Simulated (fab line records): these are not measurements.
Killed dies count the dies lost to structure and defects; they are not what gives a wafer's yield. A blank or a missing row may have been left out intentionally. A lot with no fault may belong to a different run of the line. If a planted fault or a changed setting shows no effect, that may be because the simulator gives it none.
fab line records | flow n5Finfet
[record] lots = 6 wafers = 18 lastDay = 17
route steps=1938 shown SD_EPI_P@295 BEOL_M4@1111 PASSIVATION@1936
lots that met no fault: from a run of the same line without faults
startH: hours from the record's first day to the start of the lot's first wafer shown | waitH: how many hours have passed since the lot's step before this one | " identical to the entry in the row above | L1.1+2: several wafers, shown together as one row | - either no value or no given start | * or withheld: withheld | < > ~ a bound
route shown NAME@n: a module of which the file shows steps, and the number in the route of the first | usual: mean/standard deviation of fault-free wafers | same: alike in all rows | chamber/n: place in a boat | sites: per-site readings | _std_site: standard deviation across them | _edge_site: inner sites' mean taken away from outer sites' mean | radiusMm: how far each site lies from the wafer's centre | mask NAME#n: copy n | behind: the most recent tool/chamber to have shaped the wafer | hold: cause of the lot's hold/its duration in hours/its outcome | device: which transistor (n, p or np) failed to switch | end of line: the same wafers' tests at the end of the route | a step given without rows: its recipe and nothing more | killed: dies that structure and defects cost at the first sort, which is not the same as the wafer's yield | map: the dies of a wafer, with x for killed, . for not killed, _ for no die there
set.NAME: the setting as run; set.NAME@STEP: as run at that earlier step | model.NAME: the simulator's own value behind a step, which no gauge read
lots at selected steps of the route; one table per step, one row per wafer
services: when a tool's chamber went out of use (startH, in hours from the record's first day, below 0 if earlier), for how many hours, and the reason
[[steps]]
[step N5_SD_EPI_P_COAT_34]
[recipe] resist = SOC tempC = 250 timeS = 60 spinRpm = 1500 resistThkNm = 350
[step N5_SD_EPI_P_COAT_35]
[recipe] resist = SiARC tempC = 220 timeS = 60 spinRpm = 1500 resistThkNm = 35
[step N5_SD_EPI_P_COAT_03]
[recipe] resist = CAR-ArF-block spinRpm = 1500 resistThkNm = 150
[step N5_SD_EPI_P_EBR_05]
[recipe] solvent = PGMEA ebrWidthMm = 1.5
[step N5_SD_EPI_P_SOFTBAKE_04]
[recipe] tempC = 110 timeS = 60 resist = CAR-ArF-block
[step N5_SD_EPI_P_EXPOSE_06]
[recipe] maskId = SD_P_BLK na = 1.35 sourceShape = conventional sigmaOuter = 0.8 polarization = unpolarized targetCdNm = 240 doseMj = 39.5
[step N5_SD_EPI_P_PEB_07]
[recipe] pebTempC = 110 pebTimeS = 60 resist = CAR-ArF-block
[step N5_SD_EPI_P_DEVELOP_08]
[recipe] developTimeS = 30 developer = TMAH resist = CAR-ArF-block devTempC = 23 rinseLiquid = diw dry = airSpin
[step N5_SD_EPI_P_CD_MEAS_09]
[recipe] targetCdNm = 240 landingEnergyEv = 500 detector = seInlens
[usual] cdNm = 239.9/0.56
// columns lot.wafer tool chamber startH waitH cdNm
L330.1 cdSem-03 0 128.09 - 240.4
L330.3 " 0 " " 239.5
L330.4 " 0 " " 240.1
L329.1 cdSem-03 0 128.19 - 240.1
L329.2 " 0 " " 240.0
L329.6 " 0 " " 241.0
L332.2 cdSem-02 0 139.75 - 239.4
L332.5 " 0 " " 238.8
L332.6 " 0 " " 240.0
L333.2 cdSem-02 0 146.76 - 240.1
L333.4 " 0 " " 238.9
L333.5 " 0 " " 239.7
L335.2 cdSem-03 0 155.25 - 240.4
L335.3 " 0 " " 239.8
L335.4 " 0 " " 239.7
L341.1 cdSem-02 0 191.54 - 240.3
L341.2 " 0 " " 240.1
L341.6 " 0 " " 240.5
[step N5_SD_EPI_P_OVL_MEAS_10]
[recipe] pointsPerWafer = 44
[usual] SD_P_BLK_OVL = 0.1/0.61
// columns lot.wafer tool chamber startH waitH SD_P_BLK_OVL[nm]
L330.1 overlay-02 0 128.12 0.0 -0.1
L330.3 " 0 " " 1.3
L330.4 " 0 " " -0.5
L329.1 overlay-02 0 128.22 0.0 0.3
L329.2 " 0 " " 0.2
L329.6 " 0 " " -0.3
L332.2 overlay-02 0 139.78 0.0 -0.5
L332.5 " 0 " " 0.1
L332.6 " 0 " " 0.1
L333.2 overlay-02 0 146.79 0.0 -1.0
L333.4 " 0 " " -0.7
L333.5 " 0 " " -0.1
L335.2 overlay-02 0 155.28 0.0 1.2
L335.3 " 0 " " -0.2
L335.4 " 0 " " 0.3
L341.1 overlay-02 0 191.58 0.0 0.5
L341.2 " 0 " " 0.1
L341.6 " 0 " " 0.3
[step N5_SD_EPI_P_INSPECT_11]
[recipe] mode = adi inspectInstrument = macro
[usual] rawDefectCount = 2.1/1.4
// columns lot.wafer tool chamber startH waitH rawDefectCount
L330.1 defectInspect-02 - 128.15 0.0 3
L330.3 " - " " 0
L330.4 " - " " 3
L329.1 defectInspect-01 - 128.24 0.0 3
L329.2 " - " " 6
L329.6 " - " " 0
L332.2 defectInspect-01 - 139.80 0.0 2
L332.5 " - " " 1
L332.6 " - " " 2
L333.2 defectInspect-01 - 146.82 0.0 1
L333.4 " - " " 3
L333.5 " - " " 4
L335.2 defectInspect-01 - 155.30 0.0 1
L335.3 " - " " 4
L335.4 " - " " 3
L341.1 defectInspect-01 - 191.61 0.0 0
L341.2 " - " " 1
L341.6 " - " " 2
[step N5_SD_EPI_P_DESCUM_14]
[recipe] chemistry = O2 timeS = 7.9 sourcePowerW = 50 biasPowerW = 20 pressureMtorr = 20 rfFrequencyHz = 2.712e+07 tempC = 40 resist = CAR-ArF-block o2FlowSccm = 225
[usual] drypumpMotorCurrentA = 5.5/0.43 oesProductAu = 0.79/0.087 rfVppV = 243.5/1.1 showerheadPlenumPTorr = 2.12/0.056 throttleValvePct = 20.38/0.23
// columns lot.wafer tool chamber startH waitH drypumpMotorCurrentA oesProductAu rfHoursCounterH rfVppV showerheadPlenumPTorr throttleValvePct
L330.1 rieDiel-03 1 128.40 0.3 5.4 0.83 91 244.1 2.11 20.20
L330.3 " 3 " " 5.3 0.72 178 244.0 2.07 20.34
L330.4 " 0 " " 5.5 0.83 79 244.8 2.13 20.34
L329.1 rieDiel-02 2 128.74 0.5 5.1 0.78 148 243.7 2.10 20.57
L329.2 " 0 " " 5.9 0.97 13 246.1 2.22 19.86
L329.6 " 0 " " 5.9 0.96 - 244.8 2.22 19.84
L332.2 rieDiel-03 1 139.84 0.0 5.4 0.83 95 243.0 2.11 20.23
L332.5 " 3 " " 5.3 0.71 - 242.8 2.07 20.36
L332.6 " 2 " " 4.8 0.67 - 244.3 2.15 20.69
L333.2 rieDiel-02 1 146.85 0.0 5.4 0.91 24 243.5 2.15 20.23
L333.4 " 2 " " 5.2 0.79 153 244.3 2.10 20.57
L333.5 " 1 " " 5.4 0.90 - 242.7 2.15 20.20
L335.2 rieDiel-03 0 155.34 0.0 5.5 0.82 89 243.3 2.12 20.37
L335.3 " 3 " " 5.4 0.71 187 243.9 2.07 20.36
L335.4 " 0 " " 5.5 0.82 - 243.3 2.12 20.37
L341.1 rieDiel-05 3 191.64 0.0 5.5 0.74 167 242.1 2.00 20.57
L341.2 " 1 " " 5.1 0.72 208 243.8 2.15 20.27
L341.6 " 0 " " 6.4 0.67 - 243.8 2.06 20.80
[step N5_SD_EPI_P_ETCH_36]
[recipe] chemistry = CF4 target = SiARC targetDepthA = 455 maskMaterial = CAR-ArF-block timeS = 75.8 ionEnergyEv = 80 pressureMtorr = 40 sourceW = 545 biasW = 36 Ar_flow_sccm = 100 cf4FlowSccm = 100 ends = cleared
[usual] biasW = 35.99/0.12 drypumpMotorCurrentA = 5.5/0.43 etchRfOnTimeS = 75.5/0.98 oesProductAu = 0.67/0.072 rfVppV = 184.4/1.2 showerheadPlenumPTorr = 2.16/0.054 throttleValvePct = 15.56/0.24
// columns lot.wafer tool chamber startH waitH biasW drypumpMotorCurrentA etchRfOnTimeS oesProductAu rfHoursCounterH rfVppV showerheadPlenumPTorr throttleValvePct
L330.1 rieDiel-03 1 128.44 0.0 36.03 5.4 73.8 0.72 91 184.1 2.16 15.44
L330.3 " 3 " " 35.93 5.4 75.8 0.61 178 183.3 2.14 15.62
L330.4 " 0 " " 35.88 5.5 74.3 0.71 79 183.8 2.16 15.43
L329.1 rieDiel-02 2 128.77 0.0 35.85 5.2 75.0 0.67 148 183.1 2.14 15.68
L329.2 " 0 " " 35.86 5.9 76.2 0.82 13 187.3 2.27 15.05
L329.6 " 0 " " 35.80 5.9 76.1 0.81 - 186.5 2.27 15.05
L332.2 rieDiel-03 1 139.87 0.0 37.56 5.4 73.6 0.71 95 190.3 2.16 15.45
L332.5 " 3 " " 37.68 5.3 74.7 0.62 - 190.7 2.14 15.62
L332.6 " 2 " " 37.71 4.8 75.6 0.59 - 190.3 2.20 15.92
L333.2 rieDiel-02 1 146.88 0.0 35.87 5.4 74.7 0.76 24 186.5 2.18 15.24
L333.4 " 2 " " 35.95 5.2 75.1 0.65 153 184.8 2.14 15.69
L333.5 " 1 " " 35.97 5.4 74.6 0.76 - 186.2 2.18 15.27
L335.2 rieDiel-03 0 155.37 0.0 37.65 5.6 73.7 0.71 89 190.4 2.15 15.46
L335.3 " 3 " " 37.77 5.4 74.6 0.61 187 190.2 2.13 15.64
L335.4 " 0 " " 37.49 5.5 73.8 0.71 - 190.1 2.16 15.43
L341.1 rieDiel-05 3 191.68 0.0 35.97 5.5 75.8 0.63 167 182.9 2.05 15.74
L341.2 " 1 " " 36.00 5.0 78.0 0.61 208 184.8 2.20 15.53
L341.6 " 0 " " 36.11 6.4 77.0 0.58 - 186.3 2.12 16.01
[step N5_SD_EPI_P_ETCH_37]
[recipe] chemistry = N2/H2 target = SOC overetchA = 1080 maskMaterial = SiARC tempC = 40 ionEnergyEv = 100 sourceW = 3000 biasW = 133 pressureMtorr = 20 timeS = 486 n2FlowSccm = 200 h2FlowSccm = 200 ends = endPoint
[usual] biasW = 133.1/0.41 drypumpMotorCurrentA = 5.5/0.43 oesProductAu = 0.70/0.073 rfVppV = 241.0/1.1 showerheadPlenumPTorr = 2.56/0.067 throttleValvePct = 23.70/0.28
// columns lot.wafer tool chamber startH waitH biasW drypumpMotorCurrentA oesProductAu rfHoursCounterH rfVppV showerheadPlenumPTorr throttleValvePct
L330.1 rieDiel-03 1 128.50 0.0 133.2 5.4 0.73 91 240.8 2.56 23.48
L330.3 " 3 " " 133.2 5.4 0.64 178 241.1 2.52 23.71
L330.4 " 0 " " 133.2 5.5 0.75 79 241.5 2.57 23.81
L329.1 rieDiel-02 2 128.83 0.0 133.2 5.2 0.69 148 242.4 2.54 24.03
L329.2 " 0 " " 133.4 5.9 0.85 13 243.3 2.70 22.98
L329.6 " 0 " " 133.5 5.9 0.86 - 242.8 2.70 23.00
L332.2 rieDiel-03 1 139.93 0.0 133.0 5.4 0.73 95 240.8 2.56 23.46
L332.5 " 3 " " 134.1 5.4 0.65 - 240.5 2.52 23.70
L332.6 " 2 " " 133.0 4.8 0.61 - 241.2 2.60 24.03
L333.2 rieDiel-02 1 146.94 0.0 133.4 5.4 0.79 24 240.7 2.59 23.61
L333.4 " 2 " " 132.9 5.2 0.69 153 238.9 2.54 24.05
L333.5 " 1 " " 133.7 5.4 0.79 - 241.0 2.59 23.58
L335.2 rieDiel-03 0 155.43 0.0 132.9 5.6 0.73 89 242.5 2.57 23.81
L335.3 " 3 " " 133.2 5.4 0.64 187 240.0 2.52 23.72
L335.4 " 0 " " 133.4 5.5 0.73 - 240.7 2.57 23.82
L341.1 rieDiel-05 3 191.73 0.0 132.9 5.5 0.67 167 239.4 2.43 23.93
L341.2 " 1 " " 132.8 5.0 0.65 208 240.5 2.62 23.73
L341.6 " 0 " " 132.9 6.4 0.62 - 239.7 2.50 24.09
[step N5_BEOL_M4_RC_MEAS_101]
[usual] DIBL_N = 36.4/1.5 DIBL_P = 36.6/1.9 IOFF_N = 0.155/0.021 IOFF_P = 0.211/0.028 ION_N = 671/8.6 ION_P = 462/5.8 SS_N = 71.5/0.5 SS_P = 73.4/0.58 VT_N = 250.1/2.4 VT_P = -250.1/3
// columns lot.wafer tool chamber startH waitH DIBL_N[mV/V] DIBL_P[mV/V] IOFF_N[nA/um] IOFF_P[nA/um] ION_N[uA/um] ION_P[uA/um] SS_N[mV/dec] SS_P[mV/dec] VT_N[mV] VT_P[mV]
L330.1 prober-01 0 236.66 0.0 37.9 36.6 0.174 0.260 679 470 71.2 74.1 248.3 -245.9
L330.3 " 0 " " 35.9 33.9 0.145 0.215 672 467 71.5 73.4 248.4 -244.7
L330.4 " 0 " " 36.7 35.3 0.170 0.243 681 476 71.0 73.4 247.0 -244.5
L329.1 prober-02 0 236.97 0.0 35.7 34.6 0.131 0.167 664 459 71.4 73.1 253.5 -252.8
L329.2 " 0 " " 38.2 37.7 0.178 0.220 679 461 72.4 74.3 251.5 -250.0
L329.6 " 0 " " 37.7 38.0 0.165 0.213 689 466 72.0 73.8 251.8 -250.6
L332.2 prober-02 0 244.65 0.2 35.9 35.0 0.149 0.202 665 453 71.5 73.0 251.1 -251.5
L332.5 " 0 " " 36.1 34.8 0.155 0.196 661 456 71.9 73.6 249.6 -249.0
L332.6 " 0 " " 33.7 32.7 0.121 0.173 652 449 70.4 72.9 251.0 -255.1
L333.2 prober-02 0 253.29 0.2 38.5 39.2 0.184 0.262 689 472 71.7 74.0 246.4 -247.2
L333.4 " 0 " " 36.7 36.6 0.153 0.218 681 468 71.5 73.7 247.8 -251.6
L333.5 " 0 " " 36.9 36.5 0.154 0.214 664 458 72.1 73.5 247.7 -249.8
L335.2 prober-01 0 268.82 0.2 39.5 40.0 0.203 0.260 674 463 72.3 74.1 247.5 -249.3
L335.3 " 0 " " 39.6 40.0 0.206 0.262 677 464 72.4 73.9 245.3 -248.5
L335.4 " 0 " " 39.0 38.8 0.194 0.248 670 463 72.1 73.7 247.8 -249.0
L341.1 prober-02 0 308.25 0.0 34.5 34.4 0.117 0.138 674 460 70.9 72.5 252.8 -259.8
L341.2 " 0 " " 36.2 35.8 0.140 0.153 675 455 71.0 73.1 251.5 -257.3
L341.6 " 0 " " 37.7 38.3 0.170 0.188 680 454 70.7 74.0 247.1 -252.9
[step N5_PASSIVATION_PROBE_49]
[usual] defectLimitedYield = 91.5/1.4 killed_at_M0_to_M3 = 33/10 killed_at_M4_up = 13/5 killedAtContacts = 13/5.6 killedAtFrontEnd = 38/12 killedAtOther = 3.9/2.7 killedDies = 100/16 killedOpen = 66/13 killedShort = 32/7.2 sort_bin_5_function = 5.0/0.97 sort_bin_6_memory = 3.2/0.61 sortNPass = 1080/16 sortYieldPct = 91.5/1.4
[same] grossDies = 1180 killedAtBackSide = 0 sort_bin_4_leakage[%] = 0 sort_bin_8_speed[%] = 0
// columns lot.wafer tool chamber startH waitH defectLimitedYield[%] killed_at_M0_to_M3 killed_at_M4_up killedAtContacts killedAtFrontEnd killedAtOther killedDies killedOpen killedShort sort_bin_5_function[%] sort_bin_6_memory[%] sortNPass sortYieldPct[%]
L332.2 prober-01 - 346.72 0.1 92.3 31 12 10 36 2 91 70 21 4.6 3.1 1089 92.3
L332.5 prober-01 - 346.87 0.2 90.1 39 16 12 47 3 117 94 23 6.2 3.6 1063 90.1
L332.6 prober-01 - 346.92 0.3 91.7 42 13 12 30 1 98 62 36 4.8 2.9 1082 91.7
L333.2 prober-02 - 356.80 0.1 90.5 34 16 8 52 2 112 66 40 5.0 3.9 1068 90.5
L333.4 prober-02 - 356.90 0.2 92.3 49 10 7 20 5 91 66 22 5.1 2.5 1089 92.3
L333.5 prober-02 - 356.95 0.2 92.2 30 9 10 37 6 92 68 22 4.1 3.6 1088 92.2
L335.2 prober-01 - 379.35 0.1 92.1 37 13 11 18 14 93 61 30 4.7 3.1 1087 92.1
L335.3 prober-01 - 379.40 0.1 90.6 42 21 14 28 6 111 76 28 6.1 3.0 1069 90.6
L335.4 prober-01 - 379.45 0.2 91.6 43 17 12 15 12 99 64 31 4.2 3.4 1081 91.6
// killed by level:class
L332.2 STI_FIN_REVEAL:geometricParticle:open=13 BEOL_M0_SAQP:geometricParticle:open=10 MOL_CONTACT_COAG:geometricParticle:open=9 DUMMY_GATE:geometricParticle:open=7 BEOL_M3:geometricParticle:open=7 BEOL_M0_SAQP:geometricParticle:short=6 BEOL_M2:geometricParticle:open=6 BEOL_M4:geometricParticle:open=6
L332.5 STI_FIN_REVEAL:geometricParticle:open=25 BEOL_M3:geometricParticle:open=13 MOL_CONTACT_COAG:geometricParticle:open=10 BEOL_M1:geometricParticle:open=8 BEOL_M4:geometricParticle:open=8 BEOL_M0_SAQP:geometricParticle:short=5 BEOL_M2:geometricParticle:open=5 FIN_SAQP:geometricParticle:short=4
L332.6 BEOL_M0_SAQP:geometricParticle:open=12 BEOL_M0_SAQP:geometricParticle:short=9 MOL_CONTACT_COAG:geometricParticle:open=9 BEOL_M3:geometricParticle:open=8 STI_FIN_REVEAL:geometricParticle:open=5 BEOL_M1:geometricParticle:open=5 ILD0:geometricParticle:short=4 BEOL_M5:geometricParticle:open=4
L333.2 FIN_SAQP:geometricParticle:short=17 FIN_SAQP:geometricParticle:open=9 MOL_CONTACT_COAG:geometricParticle:open=7 BEOL_M3:geometricParticle:open=7 GATE_CUT:geometricParticle:short=6 BEOL_M0_SAQP:geometricParticle:open=6 BEOL_M1:geometricParticle:open=6 BEOL_M4:geometricParticle:open=6
L333.4 BEOL_M3:geometricParticle:open=17 BEOL_M1:geometricParticle:open=10 BEOL_M2:geometricParticle:open=8 MOL_CONTACT_COAG:geometricParticle:open=6 BEOL_M4:geometricParticle:open=5 STARTING-WAFER:geometricParticle:short=3 GATE_CUT:geometricParticle:short=3 BEOL_M0_SAQP:geometricParticle:short=3
L333.5 BEOL_M2:geometricParticle:open=12 MOL_CONTACT_COAG:geometricParticle:open=10 BEOL_M0:geometricParticle:open=6 FIN_SAQP:geometricParticle:short=5 STI_FIN_REVEAL:geometricParticle:open=5 FIN_SAQP:geometricParticle:open=4 ILD0:geometricParticle:open=4 ILD0:geometricParticle:short=4
L335.2 BEOL_M1:geometricParticle:open=10 MOL_CONTACT_COAG:geometricParticle:open=8 BEOL_M0_SAQP:geometricParticle:open=8 FIN_SAQP:geometricParticle:open=7 BEOL_M3:geometricParticle:open=5 MIM_TOP_ETCH:geometricParticle:short=5 MIM_TOP_ETCH:geometricParticle:open=5 BEOL_M0:geometricParticle:open=4
L335.3 BEOL_M1:geometricParticle:open=15 MOL_CONTACT_COAG:geometricParticle:open=12 FIN_SAQP:geometricParticle:open=6 BEOL_M0_SAQP:geometricParticle:open=6 BEOL_M0_SAQP:geometricParticle:short=6 BEOL_M12:coatMicrobubblePrinted=5 STARTING-WAFER:geometricParticle:open=4 DUMMY_GATE:geometricParticle:open=4
L335.4 MOL_CONTACT_COAG:geometricParticle:open=11 BEOL_M0_SAQP:geometricParticle:short=11 BEOL_M1:geometricParticle:open=9 BEOL_M3:geometricParticle:open=8 BEOL_M0_SAQP:geometricParticle:open=7 BEOL_M4:geometricParticle:open=5 BEOL_M8:geometricParticle:open=4 MIM_TOP_ETCH:geometricParticle:open=4
[[services]]
// columns tool chamber startH hours kind
rieDiel-02 1 110.06 6.0 repair
rieDiel-03 - 130.92 0.7 repair
rieDiel-02 - 140.34 0.4 repair
rieDiel-03 2 145.58 - clean
rieDiel-03 2 145.58 - consumableReplace:focusRing
rieDiel-03 2 145.58 13.5 scheduledDown
rieDiel-03 2 145.58 13.5 ventCycle
rieDiel-03 1 149.89 4.6 repair
[[key]]
[firstSign] step = N5_SD_EPI_P_ETCH_36 reading = biasW direction = up sigmas = 14 usual = * struck = *
[effect] step = N5_SD_EPI_P_ETCH_36 reading = rfVppV direction = up sigmas = 5.1 usual = 184.4 struck = 190.3
metAt N5_SD_EPI_P_ETCH_36
struckWafers L332.2,L332.5,L332.6,L335.2,L335.3,L335.4
onsetBetween 128.44 139.87
[fault] kind = processParameterDrift tool = rieDiel-03 chamber = - onsetH = 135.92 steps = N5_SD_EPI_P_ETCH_36 channel = biasW offset = * shape = step endH = 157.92 actsIn = * stated = *
